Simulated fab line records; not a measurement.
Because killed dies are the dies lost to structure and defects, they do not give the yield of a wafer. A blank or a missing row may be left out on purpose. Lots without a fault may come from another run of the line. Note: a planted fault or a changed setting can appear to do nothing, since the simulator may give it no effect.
Which of the tools did it? || flow nand harc || 7 lots (21 wafers sampled), 1 step of a 1159-step route

## WHAT THE GAUGES READ, wafer by wafer
NHARC_A_M1_THK_MEAS_24: measures by xrf.
{"lot": "L437", "measured": "day 18 04:17", "on": "film metro-01", "thk nm (nm)": "154.3 154.0 153.3"}
{"lot": "L439", "measured": "day 19 06:31", "on": "film metro-01", "thk nm (nm)": "155.8 156.4 154.4"}
{"lot": "L450", "measured": "day 21 10:26", "on": "film metro-01", "thk nm (nm)": "157.8 153.1 153.3"}
{"lot": "L454", "measured": "day 22 09:37", "on": "film metro-01", "thk nm (nm)": "154.7 156.1 155.0"}
{"lot": "L455", "measured": "day 23 00:31", "on": "film metro-01", "thk nm (nm)": "155.1 154.9 154.4"}
{"lot": "L456", "measured": "day 23 03:42", "on": "film metro-02", "thk nm (nm)": "154.0 155.1 153.8"}
{"lot": "L458", "measured": "day 23 20:21", "on": "film metro-02", "thk nm (nm)": "156.5 156.7 153.5"}

## TOOL THAT RAN EACH LOT (tool first, then ch and the chambers of the sampled wafers, then the start)
There is no process step in the record ahead of these readings.

## THE ANSWER, worked out from the rows above alone
Rule: the usual values come from the lots themselves. Put in order of their means at a reading, lots are off if they are a third of the lots or fewer, leave a main group of 4 or more, and stand apart from it by a gap of 3 or more times the standard deviation of the main group's means; of several such gaps the widest counts. A main group whose means are all the same, to the digits that the tables above print for the reading, isn't used. Also off: a lot with no number at a reading for which 4 or more lots have one. Where the step has rows for the other lots, those lots are counted as sound.
No lot is off at any reading shown: from this, nothing can be told.

## WHAT THE SIMULATOR HAD PUT IN
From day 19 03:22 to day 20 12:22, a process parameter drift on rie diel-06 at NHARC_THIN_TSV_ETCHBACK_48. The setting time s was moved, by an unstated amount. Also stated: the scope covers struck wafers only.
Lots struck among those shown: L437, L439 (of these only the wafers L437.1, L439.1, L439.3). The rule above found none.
